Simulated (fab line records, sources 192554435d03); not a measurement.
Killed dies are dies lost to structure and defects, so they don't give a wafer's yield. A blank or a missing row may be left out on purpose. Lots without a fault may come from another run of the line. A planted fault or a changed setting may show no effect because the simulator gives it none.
Chamber matching | flow n5_finfet | N5_BEOL_M11_ILD_DEP_00 on pecvd-03: 3 sister chambers
The step deposits SiCOH lowk from DEMS/porogen, target thk 308.51 nm, time 58 s. 3 wafers are shown with their chamber, then 11 later ones without.

WAFERS WITH THEIR CHAMBER
wafer  | chamber | throttle_valve_pct (%)
L090.2 | 1       | 14.0
L090.4 | 0       | 13.5
L092.1 | 2       | 12.9

WAFERS WITHOUT THEIR CHAMBER
wafer  | throttle_valve_pct (%)
L092.2 | 13.4
L092.3 | 14.0
L092.4 | 13.6
L092.5 | 13.1
L092.6 | 14.2
L094.2 | 13.4
L094.3 | 12.8
L094.5 | 13.8
L095.4 | 12.8
L095.5 | 14.1
L095.6 | 13.2

WHICH CHAMBER EACH WENT THROUGH
wafer  | from the rows above     | in truth
L092.2 | 0                       | 0
L092.3 | 1                       | 1
L092.4 | can't be placed: 0 or 1 | 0
L092.5 | can't be placed: 2 or 0 | 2
L092.6 | 1                       | 1
L094.2 | 0                       | 0
L094.3 | 2                       | 2
L094.5 | can't be placed: 1 or 0 | 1
L095.4 | 2                       | 2
L095.5 | 1                       | 1
L095.6 | can't be placed: 2 or 0 | 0
Placed correctly: 7 of 11. Can't be placed from these rows: 4 (the true chamber is among the candidates in 4). Placed wrongly: 0.
How it was worked out, from the rows above alone: a wafer's distance from a chamber is the root of the sum, over the readings, of the square of ((its reading less the chamber's mean) divided by the reading's scatter). The wafer belongs to the nearest chamber; if the next one is less than 2 further off, it can't be placed. A chamber's mean is the mean of its shown wafers. The scatter: with one shown wafer a chamber, the root of the mean of the squares of how far each hidden wafer lies from its nearest shown one.
